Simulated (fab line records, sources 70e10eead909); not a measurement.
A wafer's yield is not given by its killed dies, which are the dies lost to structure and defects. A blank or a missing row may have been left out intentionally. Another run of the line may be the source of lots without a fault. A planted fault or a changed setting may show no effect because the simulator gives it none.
fab line records	flow nand_harc
[record] lots = 7	wafers = 21	last_day = 24
route steps=1159 shown A_CONTACT@959 A_BLC@964 END@1159
lots untouched by any fault: they come from a run of this same line in which no faults occurred
start_h: start of the lot's first displayed wafer, in hours after the record's first day	wait_h: time in hours since the lot's previous step	" repeats the value in the row above	L1.1+2: several wafers, shown together as one row	- value missing, or start not given	* or withheld: withheld	< > ~ a bound
route shown NAME@n: a module of which the file shows steps, and the number in the route of the first	usual: mean/standard deviation of fault-free wafers	same: alike in all rows	chamber/n: place in a boat	sites: readings site by site	_std_site: the standard deviation of these	_edge_site: inner sites' mean taken away from outer sites' mean	radius_mm: how far each site lies from the wafer's centre	mask NAME#n: copy n	behind: the last tool/chamber to shape the wafer	hold: why the lot went on hold/how many hours it stayed there/how the hold came to an end	device: transistor that didn't switch, given as n, p or np	end of line: the same wafers' tests at the end of the route	a step without rows: its recipe alone	killed: dies lost to structure and defects at the first sort, not the wafer's yield	map: a wafer's dies, x killed, . not, _ none there
set.NAME: setting as actually run; set.NAME@STEP: the setting as run at that earlier step	model.NAME: the simulator's own value behind a step, which no gauge read
lots at selected steps of the route; one table per step, one row per wafer
services: when a tool's chamber went out of use (start_h, in hours from the record's first day, below 0 if earlier), for how many hours, and the reason
[[steps]]
[step NHARC_A_CONTACT_CVD_19]
[recipe] target_thk_a = 3000	temp_c = 300	pressure_torr = 40	wf6_flow_sccm = 40	h2_flow_sccm = 1600	ar_flow_sccm = 1560	time_s = 802	material = W
[usual] heater_power_w = 458/48	throttle_valve_pct = 8.0/0.32
lot.wafer	tool	chamber	start_h	wait_h	heater_power_w	throttle_valve_pct
L108.3	cvd_w-02	0	-	-	401	8.0
L108.4	"	1	"	"	532	8.0
L108.5	"	1	"	"	537	8.2
L109.1	cvd_w-01	1	-	-	458	7.7
L109.3	"	0	"	"	442	8.1
L109.5	"	1	"	"	453	7.6
L114.1	cvd_w-02	1	-	-	524	8.3
L114.4	"	0	"	"	398	7.8
L114.6	"	1	"	"	523	8.4
L117.2	cvd_w-02	0	-	-	406	8.2
L117.4	"	1	"	"	529	8.1
L117.6	"	0	"	"	413	8.1
L115.1	cvd_w-02	0	-	-	403	7.9
L115.3	"	1	"	"	543	8.3
L115.6	"	0	"	"	401	8.0
L120.1	cvd_w-02	0	-	-	402	8.1
L120.4	"	0	"	"	401	7.9
L120.5	"	0	"	"	410	8.3
L121.2	cvd_w-02	0	-	-	404	7.9
L121.4	"	1	"	"	528	8.0
L121.6	"	0	"	"	404	8.2
[step NHARC_A_CONTACT_CMP_20]
[recipe] t_overpolish_s = 30	target_thk_nm = 300
[usual] motor_current_A = 12.9/1.3	overpolish_run_s = 30.000/0.0091	slurry_filter_dp_kPa = 13.49/0.12	time_to_endpoint_s = 60/3.5
lot.wafer	tool	chamber	start_h	wait_h	motor_current_A	overpolish_run_s	slurry_filter_dp_kPa	time_to_endpoint_s
L108.3	cmp-01	1	424.93	0.5	13.1	30.004	13.66	60
L108.4	"	3	"	"	12.8	30.011	13.56	59
L108.5	"	1	"	"	12.9	30.002	13.42	60
L109.3	cmp-01	0	441.86	0.5	13.6	30.003	13.56	58
L109.1	"	1	"	"	12.7	30.008	13.66	60
L109.5	"	0	"	"	13.7	30.011	13.51	55
L114.4	cmp-01	3	472.03	0.6	12.7	29.998	13.39	64
L114.1	"	0	"	"	13.9	30.002	13.52	61
L114.6	"	2	"	"	12.2	30.010	13.53	58
L117.4	cmp-03	0	489.94	0.5	14.7	29.995	13.51	66
L117.2	"	2	"	"	10.2	30.016	13.35	64
L117.6	"	1	"	"	14.5	29.984	13.48	66
L115.1	cmp-04	1	493.52	0.8	15.4	29.995	13.68	56
L115.3	"	3	"	"	11.5	29.991	13.57	58
L115.6	"	0	"	"	14.5	30.008	13.44	60
L120.4	cmp-03	1	495.23	0.5	13.5	30.009	13.62	62
L120.1	"	2	"	"	10.8	30.010	13.42	65
L120.5	"	2	"	"	10.1	30.002	13.39	67
L121.4	cmp-04	3	504.11	0.5	10.6	30.002	13.39	58
L121.2	"	0	"	"	15.2	29.999	13.61	59
L121.6	"	3	"	"	11.6	30.000	13.60	56
[step NHARC_A_CONTACT_SRD_22]
[step NHARC_A_CONTACT_INSPECT_23]
[usual] raw_defect_count = 430/130
lot.wafer	tool	chamber	start_h	wait_h	raw_defect_count
L108.3	defect_inspect-01	-	425.34	0.1	419
L108.4	"	-	"	"	413
L108.5	"	-	"	"	392
L109.1	defect_inspect-01	-	442.23	0.1	345
L109.3	"	-	"	"	441
L109.5	"	-	"	"	466
L114.1	defect_inspect-02	-	472.38	0.1	406
L114.4	"	-	"	"	448
L114.6	"	-	"	"	469
L117.2	defect_inspect-01	-	490.34	0.1	480
L117.4	"	-	"	"	287
L117.6	"	-	"	"	487
L115.1	defect_inspect-01	-	493.90	0.1	309
L115.3	"	-	"	"	306
L115.6	"	-	"	"	213
L120.1	defect_inspect-02	-	495.65	0.1	438
L120.4	"	-	"	"	339
L120.5	"	-	"	"	407
L121.2	defect_inspect-02	-	504.52	0.1	603
L121.4	"	-	"	"	476
L121.6	"	-	"	"	518
[step NHARC_A_BLC_DEHYDRATE_00]
[recipe] temp_c = 150	time_s = 120
[step NHARC_A_BLC_HMDS_01]
[recipe] time_s = 30
[step NHARC_A_BLC_COAT_02]
[recipe] temp_c = 260	time_s = 75
[step NHARC_A_BLC_COAT_03]
[recipe] temp_c = 225	time_s = 65
[step NHARC_A_BLC_COAT_04]
[recipe] spin_rpm = 1500	resist_thk_nm = 90
[step NHARC_A_BLC_SOFTBAKE_05]
[recipe] temp_c = 105	time_s = 55
[step NHARC_A_BLC_EBR_06]
[step NHARC_A_BLC_EXPOSE_07]
[recipe] na = 1.35	target_cd_nm = 100	dose_mj = 67.97	mask_id = A_BLC
[usual] exposure_dose_mJ_cm2 = 67.97/0.064
lot.wafer	tool	chamber	start_h	wait_h	mask	exposure_dose_mJ_cm2
L108.3	arfi_scanner-01	0	425.71	-	A_BLC#0	68.04
L108.4	"	0	"	"	A_BLC#0	68.06
L108.5	"	0	"	"	A_BLC#0	67.93
L109.1	arfi_scanner-03	0	442.60	-	A_BLC#0	68.09
L109.3	"	0	"	"	A_BLC#0	67.95
L109.5	"	0	"	"	A_BLC#0	67.97
L114.1	arfi_scanner-01	0	472.75	-	A_BLC#0	89.95
L114.4	"	0	"	"	A_BLC#0	89.93
L114.6	"	0	"	"	A_BLC#0	90.03
L117.2	arfi_scanner-01	0	490.59	-	A_BLC#0	83.08
L117.4	"	0	"	"	A_BLC#0	83.18
L117.6	"	0	"	"	A_BLC#0	83.14
L115.1	arfi_scanner-01	0	494.27	-	A_BLC#0	83.28
L115.3	"	0	"	"	A_BLC#0	83.12
L115.6	"	0	"	"	A_BLC#0	83.13
L120.1	arfi_scanner-02	0	496.01	-	A_BLC#0	67.88
L120.4	"	0	"	"	A_BLC#0	67.94
L120.5	"	0	"	"	A_BLC#0	68.01
L121.2	arfi_scanner-03	0	504.89	-	A_BLC#0	67.89
L121.4	"	0	"	"	A_BLC#0	68.01
L121.6	"	0	"	"	A_BLC#0	67.86
[step NHARC_A_BLC_PEB_08]
[recipe] peb_temp_c = 100	peb_time_s = 65
[step NHARC_A_BLC_DEVELOP_09]
[recipe] develop_time_s = 35	dev_temp_c = 23
[step NHARC_A_BLC_CD_MEAS_10]
[recipe] target_cd_nm = 100	landing_energy_ev = 500
[usual] cd_nm = 100.1/0.52
lot.wafer	tool	chamber	start_h	wait_h	cd_nm
L108.3	cd_sem-02	0	425.85	-	100.4
L108.4	"	0	"	"	100.1
L108.5	"	0	"	"	100.4
L109.1	cd_sem-03	0	442.74	-	100.0
L109.3	"	0	"	"	99.8
L109.5	"	0	"	"	99.4
L114.1	cd_sem-01	0	472.89	-	117.7
L114.4	"	0	"	"	116.8
L114.6	"	0	"	"	117.6
L117.2	cd_sem-03	0	490.73	-	111.8
L117.4	"	0	"	"	111.5
L117.6	"	0	"	"	111.2
L115.1	cd_sem-03	0	494.41	-	111.7
L115.3	"	0	"	"	112.2
L115.6	"	0	"	"	111.8
L120.1	cd_sem-01	0	496.15	-	100.1
L120.4	"	0	"	"	100.0
L120.5	"	0	"	"	100.0
L121.2	cd_sem-03	0	505.03	-	101.1
L121.4	"	0	"	"	100.6
L121.6	"	0	"	"	100.8
[step NHARC_A_BLC_OVL_MEAS_11]
[usual] overlay_x_nm = 0.1/0.7	overlay_y_nm = 0.1/0.94
lot.wafer	tool	chamber	start_h	wait_h	overlay_x_nm	overlay_y_nm
L108.3	overlay-02	-	425.93	-	1.4	-0.4
L108.4	"	-	"	"	0.7	-0.1
L108.5	"	-	"	"	1.3	-0.3
L109.1	overlay-02	-	442.83	-	0.1	0.4
L109.3	"	-	"	"	0.3	0.1
L109.5	"	-	"	"	-0.1	0.0
L114.1	overlay-02	-	472.98	-	0.8	-0.8
L114.4	"	-	"	"	0.3	-0.9
L114.6	"	-	"	"	0.0	-1.0
L117.2	overlay-01	-	490.81	-	-1.8	0.4
L117.4	"	-	"	"	-1.9	0.6
L117.6	"	-	"	"	-1.6	0.6
L115.1	overlay-02	-	494.50	-	-0.3	-1.1
L115.3	"	-	"	"	-0.6	-1.3
L115.6	"	-	"	"	0.1	-0.5
L120.1	overlay-01	-	496.24	-	0.3	0.5
L120.4	"	-	"	"	0.4	0.0
L120.5	"	-	"	"	0.8	0.5
L121.2	overlay-02	-	505.11	-	0.2	-1.2
L121.4	"	-	"	"	0.3	-0.5
L121.6	"	-	"	"	-0.2	-0.8
[step NHARC_A_BLC_INSPECT_12]
[usual] raw_defect_count = 29/12
lot.wafer	tool	chamber	start_h	wait_h	raw_defect_count
L108.3	defect_inspect-01	-	425.97	0.0	36
L108.4	"	-	"	"	32
L108.5	"	-	"	"	35
L109.1	defect_inspect-01	-	442.87	0.0	39
L109.3	"	-	"	"	35
L109.5	"	-	"	"	44
L114.1	defect_inspect-01	-	473.01	0.0	29
L114.4	"	-	"	"	24
L114.6	"	-	"	"	32
L117.2	defect_inspect-01	-	490.85	0.0	19
L117.4	"	-	"	"	34
L117.6	"	-	"	"	36
L115.1	defect_inspect-02	-	494.53	0.0	22
L115.3	"	-	"	"	22
L115.6	"	-	"	"	17
L120.1	defect_inspect-01	-	496.28	0.0	50
L120.4	"	-	"	"	65
L120.5	"	-	"	"	50
L121.2	defect_inspect-02	-	505.15	0.0	16
L121.4	"	-	"	"	16
L121.6	"	-	"	"	21
[step NHARC_A_BLC_DESCUM_15]
[recipe] time_s = 3	o2_flow_sccm = 200	ar_flow_sccm = 0	bias_power_w = 0	chemistry = O2
[usual] drypump_motor_current_A = 5.6/0.48	oes_product_au = 1.000/0.0069	rf_vpp_V = 57.7/0.87	showerhead_plenum_p_Torr = 1.90/0.074	throttle_valve_pct = 11.311/0.0097
lot.wafer	tool	chamber	start_h	wait_h	drypump_motor_current_A	oes_product_au	rf_hours_counter_h	rf_vpp_V	showerhead_plenum_p_Torr	throttle_valve_pct	model.A_BLC.cd_nm
L108.3	rie_diel-04	3	426.03	0.1	6.5	1.012	13	58.5	1.92	11.330	100.7
L108.4	"	1	"	"	5.3	1.000	12	58.2	2.04	11.316	-
L108.5	"	3	"	"	6.5	1.006	-	57.6	1.92	11.309	100.2
L109.3	rie_diel-03	0	442.95	0.1	6.1	0.996	4	57.0	1.98	11.308	100.3
L109.1	"	1	"	"	5.8	0.990	3	58.6	1.89	11.296	101.1
L109.5	"	2	"	"	5.0	1.009	-	57.2	1.84	11.311	100.6
L114.1	rie_diel-03	3	473.10	0.1	5.0	0.991	7	57.1	1.88	11.303	117
L114.4	"	3	"	"	5.0	0.997	-	57.9	1.88	11.321	116.6
L114.6	"	0	"	"	6.1	1.000	-	58.2	1.98	11.305	116.8
L117.4	rie_diel-03	1	490.91	0.1	5.9	0.987	8	57.8	1.88	11.320	111.7
L117.2	"	3	"	"	5.0	0.994	9	57.1	1.88	11.292	111.2
L117.6	"	2	"	"	5.0	1.008	-	57.7	1.84	11.296	111.3
L115.1	rie_diel-04	3	494.60	0.1	6.5	1.013	1	57.9	1.92	11.313	112.4
L115.3	"	0	"	"	5.3	0.999	1	57.9	2.02	11.319	112.7
L115.6	"	3	"	"	6.5	1.004	-	57.7	1.92	11.310	112.3
L120.1	rie_diel-03	2	496.35	0.1	5.0	1.004	9	55.5	1.84	11.309	100
L120.4	"	0	"	"	6.0	1.003	9	58.9	1.98	11.312	100.2
L120.5	"	1	"	"	5.9	0.987	-	57.1	1.88	11.308	100.7
L121.2	rie_diel-03	3	505.22	0.1	5.0	1.005	11	58.7	1.88	11.321	100.6
L121.4	"	1	"	"	5.8	0.997	10	57.9	1.88	11.330	101.2
L121.6	"	3	"	"	5.0	1.002	-	58.7	1.88	11.315	100.7
[step NHARC_A_BLC_ETCH_16]
[recipe] target_depth_a = 390	over_etch_frac = 0.3	time_s = 65	ion_energy_ev = 80	cf4_flow_sccm = 150	ar_flow_sccm = 0	rf_w = 300	bias_w = 100	chemistry = CF4
[usual] bias_w = 100.0/0.33	drypump_motor_current_A = 5.5/0.47	oes_product_au = 1.000/0.0074	rf_vpp_V = 151.3/1.2	showerhead_plenum_p_Torr = 1.76/0.065	throttle_valve_pct = 13.284/0.008
lot.wafer	tool	chamber	start_h	wait_h	bias_w	drypump_motor_current_A	oes_product_au	rf_hours_counter_h	rf_vpp_V	showerhead_plenum_p_Torr	throttle_valve_pct
L108.3	rie_diel-04	2	426.12	0.1	99.5	5.3	0.990	13	151.9	1.77	13.285
L108.4	"	3	"	"	99.8	6.5	1.000	13	151.2	1.78	13.265
L108.5	"	1	"	"	100.4	5.3	1.007	-	154.1	1.88	13.273
L109.3	rie_diel-03	2	443.01	0.1	100.1	5.0	1.007	4	151.0	1.71	13.285
L109.1	"	1	"	"	99.6	5.9	0.996	3	150.9	1.75	13.279
L109.5	"	3	"	"	100.1	5.0	0.997	-	150.9	1.74	13.275
L114.1	rie_diel-03	0	473.46	0.3	100.2	6.1	0.998	7	152.9	1.83	13.279
L114.4	"	0	"	"	100.0	6.0	1.003	-	151.9	1.83	13.280
L114.6	"	1	"	"	99.6	5.8	0.994	-	151.4	1.74	13.271
L117.2	rie_diel-03	2	491.01	0.1	100.7	5.1	0.996	8	148.4	1.71	13.288
L117.4	"	3	"	"	99.7	5.0	0.995	9	152.4	1.74	13.281
L117.6	"	0	"	"	100.5	6.1	1.002	-	152.3	1.83	13.276
L115.1	rie_diel-04	1	494.68	0.1	99.8	5.2	1.015	1	153.2	1.87	13.279
L115.3	"	2	"	"	99.8	5.3	1.004	1	152.4	1.77	13.292
L115.6	"	2	"	"	99.8	5.3	1.020	-	152.4	1.77	13.283
L120.1	rie_diel-03	3	496.43	0.1	100.1	5.0	1.000	10	150.6	1.74	13.290
L120.4	"	1	"	"	100.2	5.8	0.990	8	151.5	1.74	13.291
L120.5	"	0	"	"	99.6	6.1	0.999	-	151.5	1.83	13.291
L121.2	rie_diel-03	0	505.29	0.1	99.6	6.1	1.000	11	153.4	1.83	13.287
L121.4	"	3	"	"	99.3	5.0	0.995	11	151.4	1.74	13.289
L121.6	"	1	"	"	99.6	5.9	1.004	-	151.3	1.74	13.270
[step NHARC_A_BLC_ETCH_17]
[recipe] target_depth_a = 3900	over_etch_frac = 0.25	time_s = 609.38	ion_energy_ev = 200	n2_flow_sccm = 150	h2_flow_sccm = 150	ar_flow_sccm = 0	rf_w = 400	bias_w = 150	chemistry = N2/H2
[usual] bias_w = 150.0/0.44	drypump_motor_current_A = 5.5/0.46	oes_product_au = 1.000/0.0063	rf_vpp_V = 430.0/2.4	showerhead_plenum_p_Torr = 2.03/0.083	throttle_valve_pct = 14.171/0.0093
lot.wafer	tool	chamber	start_h	wait_h	bias_w	drypump_motor_current_A	oes_product_au	rf_hours_counter_h	rf_vpp_V	showerhead_plenum_p_Torr	throttle_valve_pct
L108.4	rie_diel-04	2	-	-	150.0	5.3	0.993	13	429.7	2.04	14.154
L108.3	"	1	"	"	150.1	5.3	1.008	12	434.4	2.18	14.156
L108.5	"	2	"	"	150.4	5.3	0.995	-	429.2	2.04	14.177
L109.3	rie_diel-03	0	-	-	150.5	6.1	1.008	4	432.9	2.12	14.171
L109.1	"	3	"	"	149.8	5.0	0.996	4	429.3	2.00	14.181
L109.5	"	0	"	"	150.9	6.1	0.995	-	433.1	2.12	14.183
L114.4	rie_diel-03	2	-	-	149.2	5.1	1.005	6	426.7	1.96	14.179
L114.1	"	3	"	"	151.0	5.0	0.989	8	430.0	2.00	14.179
L114.6	"	2	"	"	149.5	5.0	1.010	-	427.8	1.96	14.185
L117.2	rie_diel-03	2	-	-	149.8	5.1	0.994	8	430.3	1.96	14.167
L117.4	"	3	"	"	149.6	5.0	0.995	9	428.6	2.00	14.186
L117.6	"	3	"	"	150.1	5.0	0.992	-	430.4	2.00	14.165
L115.1	rie_diel-04	0	-	-	150.0	5.3	0.996	1	435.0	2.16	14.181
L115.3	"	2	"	"	150.6	5.3	0.999	1	430.2	2.04	14.164
L115.6	"	1	"	"	150.7	5.3	0.997	-	433.3	2.17	14.149
L120.4	rie_diel-03	3	-	-	149.6	5.0	0.993	10	428.9	2.00	14.176
L120.1	"	1	"	"	149.4	5.8	0.997	9	429.2	2.01	14.180
L120.5	"	3	"	"	149.3	5.0	1.003	-	427.6	2.00	14.166
L121.2	rie_diel-03	3	-	-	150.4	5.0	0.998	12	430.5	2.00	14.174
L121.4	"	1	"	"	150.5	5.8	0.988	10	428.4	2.01	14.170
L121.6	"	2	"	"	150.6	5.0	0.996	-	428.5	1.96	14.168
[step NHARC_A_BLC_ETCH_18]
[recipe] target_depth_a = 9100	c4f8_flow_sccm = 20	o2_flow_sccm = 10	ar_flow_sccm = withheld	rf_w = 600	bias_w = 1500	chemistry = C4F8/O2/Ar
[usual] bias_w = 1500/4.3	oes_product_au = 0.946/0.024	rf_vpp_V = 977/5.3
lot.wafer	tool	chamber	start_h	wait_h	bias_w	oes_product_au	rf_hours_counter_h	rf_vpp_V	model.A_BLC.cd_nm
L108.4	rie_diel-04	2	-	-	1502	0.919	13	980	101.5
L108.3	"	3	"	"	1496	0.929	14	980	102.2
L108.5	"	3	"	"	1505	0.930	-	981	98.51
L109.1	rie_diel-03	3	-	-	1504	0.956	5	976	101.1
L109.3	"	1	"	"	1505	0.978	4	975	98.92
L109.5	"	2	"	"	1500	0.972	-	974	100.7
L114.4	rie_diel-03	1	-	-	1496	0.922	7	977	118.3
L114.1	"	2	"	"	1505	1.011	7	973	116.4
L114.6	"	0	"	"	1496	0.944	-	982	118.6
L117.4	rie_diel-03	0	-	-	1495	0.925	9	983	112.1
L117.2	"	3	"	"	1503	0.917	10	974	111.6
L117.6	"	0	"	"	1500	0.923	-	982	111.6
L115.3	rie_diel-04	1	-	-	1506	0.978	2	986	110.9
L115.1	"	0	"	"	1493	0.961	2	986	111.1
L115.6	"	2	"	"	1495	0.964	-	977	112.2
L120.4	rie_diel-03	0	-	-	1494	0.932	10	983	100.3
L120.1	"	3	"	"	1501	0.932	11	976	99.93
L120.5	"	1	"	"	1503	0.917	-	977	101.4
L121.2	rie_diel-03	2	-	-	1490	0.929	10	972	99.95
L121.4	"	3	"	"	1509	0.924	12	974	100
L121.6	"	2	"	"	1501	0.930	-	973	101.1
[step NHARC_A_BLC_CD_MEAS_19]
[usual] cd_nm = 100.2/1.3
lot.wafer	tool	chamber	start_h	wait_h	cd_nm
L108.3	cd_sem-03	-	427.00	-	102.2
L108.4	"	-	"	"	101.5
L108.5	"	-	"	"	98.1
L109.1	cd_sem-02	-	443.90	-	101.3
L109.3	"	-	"	"	98.9
L109.5	"	-	"	"	100.7
L114.1	cd_sem-02	-	474.50	-	116.4
L114.4	"	-	"	"	118.2
L114.6	"	-	"	"	118.4
L117.2	cd_sem-01	-	491.88	-	111.3
L117.4	"	-	"	"	111.8
L117.6	"	-	"	"	112.0
L115.1	cd_sem-01	-	495.56	-	111.3
L115.3	"	-	"	"	110.7
L115.6	"	-	"	"	111.8
L120.1	cd_sem-03	-	497.30	-	99.6
L120.4	"	-	"	"	100.0
L120.5	"	-	"	"	101.4
L121.2	cd_sem-03	-	506.18	-	99.5
L121.4	"	-	"	"	100.2
L121.6	"	-	"	"	101.0
[step NHARC_END_SORT_01]
[recipe] temp_c = 25
[usual] killed_at_array = 24/7.4	killed_at_other = 0.5/0.81	killed_at_periphery = 3.4/2.3	killed_dies = 28/8	killed_open = 3.4/1.8	killed_short = 2.0/1.4
[same] gross_dies = 677
lot.wafer	tool	chamber	start_h	wait_h	killed_at_array	killed_at_other	killed_at_periphery	killed_dies	killed_open	killed_short
L114.1	prober-01	0	517.16	2.5	281	0	2	283	1	0
L114.4	prober-01	0	519.58	3.4	265	0	5	270	4	1
L114.6	prober-01	0	521.18	4.0	273	0	2	275	6	0
L117.2	prober-02	0	539.15	2.8	22	1	5	28	4	1
L117.4	prober-02	0	540.76	3.4	52	0	2	54	1	1
L117.6	prober-02	0	542.38	4.0	58	1	3	62	8	2
L115.1	prober-01	0	553.76	2.5	39	0	0	39	2	1
L115.3	prober-01	0	555.37	3.1	31	3	2	36	2	0
L115.6	prober-01	0	557.79	4.0	56	1	2	59	3	0
// killed by level:class
L114.1 A_BLC:area_expose=260 A_CHANNEL_HOLE_D1:chamber_film_flake=11 A_CONTACT:chamber_film_flake=6 A_STAIRCASE:chamber_film_flake=3 A_CONTACT:geometric_particle:open=1 P_ZERO_WELL:chamber_film_flake=1 P_GATE:chamber_film_flake=1
L114.4 A_BLC:area_expose=242 A_CHANNEL_HOLE_D1:chamber_film_flake=13 A_STAIRCASE:chamber_film_flake=3 A_CONTACT:chamber_film_flake=3 P_GATE:geometric_particle:open=1 P_CONTACT:geometric_particle:open=1 P_M2:geometric_particle:open=1 A_CHANNEL_FILL_D1:geometric_particle:open=1
L114.6 A_BLC:area_expose=248 A_CHANNEL_HOLE_D1:chamber_film_flake=8 A_CONTACT:chamber_film_flake=8 A_CONTACT:geometric_particle:open=2 P_ZERO_WELL:chamber_film_flake=2 A_STAIRCASE:chamber_film_flake=2 A_ONON_D1:geometric_particle:open=1 A_CHANNEL_FILL_D1:geometric_particle:open=1
L117.2 A_SLIT:chamber_film_flake=9 A_BLC:area_expose=7 P_GATE:geometric_particle:open=2 P_GATE:chamber_film_flake=2 A_CONTACT:chamber_film_flake=2 P_M1:geometric_particle:open=1 A_WL_FILL:geometric_particle:short=1 A_CONTACT:geometric_particle:open=1
L117.4 A_BLC:area_expose=27 A_SLIT:chamber_film_flake=11 A_CHANNEL_HOLE_D1:chamber_film_flake=5 A_STAIRCASE:chamber_film_flake=3 A_CONTACT:chamber_film_flake=3 P_GATE:chamber_film_flake=2 A_CHANNEL_FILL_D1:geometric_particle:short=1 A_CHANNEL_FILL_D1:geometric_particle:open=1
L117.6 A_BLC:area_expose=22 A_SLIT:chamber_film_flake=10 A_CHANNEL_HOLE_D1:chamber_film_flake=6 A_STAIRCASE:chamber_film_flake=5 A_CONTACT:chamber_film_flake=3 A_CONTACT:geometric_particle:open=2 A_BLC:geometric_particle:open=2 A_M0:geometric_particle:open=2
L115.1 A_BLC:area_expose=15 A_STAIRCASE:chamber_film_flake=10 A_CONTACT:chamber_film_flake=5 A_CHANNEL_HOLE_D1:chamber_film_flake=3 A_WL_FILL:chamber_film_flake=3 A_M0:geometric_particle:open=2 A_M1:geometric_particle:short=1
L115.3 A_STAIRCASE:chamber_film_flake=10 A_BLC:area_expose=10 A_CHANNEL_HOLE_D1:chamber_film_flake=6 A_CONTACT:chamber_film_flake=5 THIN_TSV:chamber_film_flake=3 P_CONTACT:geometric_particle:open=2
L115.6 A_BLC:area_expose=37 A_CHANNEL_HOLE_D1:chamber_film_flake=5 A_STAIRCASE:chamber_film_flake=5 A_CONTACT:chamber_film_flake=4 A_M0:geometric_particle:open=2 A_CONTACT:geometric_particle:open=1 P_STI:chamber_film_flake=1 P_GATE:chamber_film_flake=1
// map L114.1 (x killed, . not)
____________x____________
_________x.xx..x_________
_______xx.xxxx..xx_______
______xxxx..xxxxxx.______
_____.xxxx.xx..xxxxx_____
____xx.x.x...x..xxx.x____
____xxxx....x..xxx.xx____
___xxx.xx...x..x..x.xx___
___xxxx.....xx....x.xx___
__x..x.x....xxxx....x.x__
__.xx.xx.......x...xx..__
_.x................xxxxx_
_.x......x....x.......xx_
_x.x..................xx_
_xx.....x.........x.x.xx_
_xx..........x........xx_
xxx............x...xxxxxx
x................x.xxxxxx
xxx..x.............x..xxx
xx.x..................xxx
x.xx...........x.....x.xx
_xxxxx..............xxxx_
_xx.x...x........x...xxx_
_x..x.x............x.x.x_
_xxx....x....x.xx..x.xxx_
_x.xx..........x..x...xx_
__xxx..xx...........xxx__
__x.xxx..........xxxx.x__
___xxx...x......x....x___
___x.x........xxx...xx___
____.xxx.xxx..xxx..xx____
____xxxxxxx..x.xxxxxx____
_____.x.xxxx.xx..xxx_____
______x..x.xxxx..xx______
_______xxxx...xxxx_______
_________xxxxx.x_________
____________x____________
// map L115.6 (x killed, . not)
____________.____________
_________......._________
_______..xx.x..x.._______
______x....x.......______
_____....x...x......_____
____.......xx.......x____
____......x.........x____
___...x..............x___
___.........x.........___
__.x...................__
__...................x.__
_.x...................x._
_......................._
_...................x..x_
_......................._
_......................._
x........................
............x...........x
...............x.........
x.........x..............
....x.......x...........x
_.x...............x.x..._
_......................._
_.x.........x..........._
_......................x_
_x......................_
__.....................__
__....................x__
___................xxx___
___..........x........___
____............x....____
____x............x.x.____
_____........x.x...._____
______....x......xx______
_______x......x.xx_______
_________x.x...._________
____________x____________
[[services]]
tool	chamber	start_h	hours	kind
rie_diel-03	0	401.52	-	clean
rie_diel-03	1	401.52	-	clean
rie_diel-03	2	401.52	-	clean
rie_diel-03	3	401.52	-	clean
cvd_w-01	0	404.49	2.8	repair
arfi_scanner-03	-	409.29	0.2	repair
rie_diel-03	0	426.02	-	clean
rie_diel-03	1	426.02	-	clean
rie_diel-03	2	426.02	-	clean
rie_diel-03	3	426.02	-	clean
arfi_scanner-02	-	427.85	8.7	repair
arfi_scanner-03	-	430.83	9.6	repair
cmp-03	-	450.16	4.0	pm
rie_diel-03	0	450.52	-	clean
arfi_scanner-02	-	458.98	0.3	repair
rie_diel-04	-	465.90	9.0	pm
rie_diel-03	2	471.40	2.2	repair
cmp-01	-	473.50	4.0	pm
cvd_w-01	-	474.92	13.0	pm
rie_diel-03	1	483.38	5.1	repair
arfi_scanner-03	-	484.00	4.0	pm
arfi_scanner-02	-	494.96	0.7	repair
cmp-04	-	497.19	4.0	pm
cmp-04	-	502.11	1.0	repair
[[key]]
[first_sign] step = NHARC_A_BLC_EXPOSE_07	reading = exposure_dose_mJ_cm2	direction = up	sigmas = 99+	usual = 67.97	struck = 85.42
[effect] step = NHARC_A_BLC_CD_MEAS_10	reading = cd_nm	direction = up	sigmas = 26	usual = 100.1	struck = 113.6	through = control_loop
[effect] step = NHARC_A_BLC_CD_MEAS_19	reading = cd_nm	direction = up	sigmas = 10	usual = 100.2	struck = 113.6	through = control_loop
[effect] step = NHARC_END_SORT_01	reading = killed_at_array	direction = up	sigmas = 13	usual = 24	struck = 120	wafers_moved = 7
[model_effect] step = NHARC_A_BLC_DESCUM_15	value = A_BLC.cd_nm	without = 99.86	struck = 113.5
[model_effect] step = NHARC_A_BLC_ETCH_18	value = A_BLC.cd_nm	without = 99.96	struck = 113.6
[more_kills_born_at] NHARC_A_BLC_EXPOSE_07@arfi_scanner-01 = 868
met_at NHARC_A_BLC_EXPOSE_07
struck_wafers L114.1,L114.4,L114.6,L115.1,L115.3,L115.6,L117.2,L117.4,L117.6
tester_left_out L114,L115,L117
[loop_trim] step = NHARC_A_BLC_EXPOSE_07	setting = dose	lots = L115,L117
onset_between 425.71 472.75
[fault] kind = process_parameter_drift	tool = arfi_scanner-01	chamber = -	onset_h = 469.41	steps = NHARC_A_BLC_EXPOSE_07	channel = dose_mj	offset = 21.975	shape = step	acts_in = these_recipes_only	stated = 67.97
// tester_left_out: of these lots the tester's yield and bins aren't shown, on N5 and GAA mostly nor the transistor test; their killed dies are dies lost to structure and defects alone, not to doping, threshold or leakage, so they don't give the yield
// loop_trim: a control loop set the setting to another value than it would have without faults
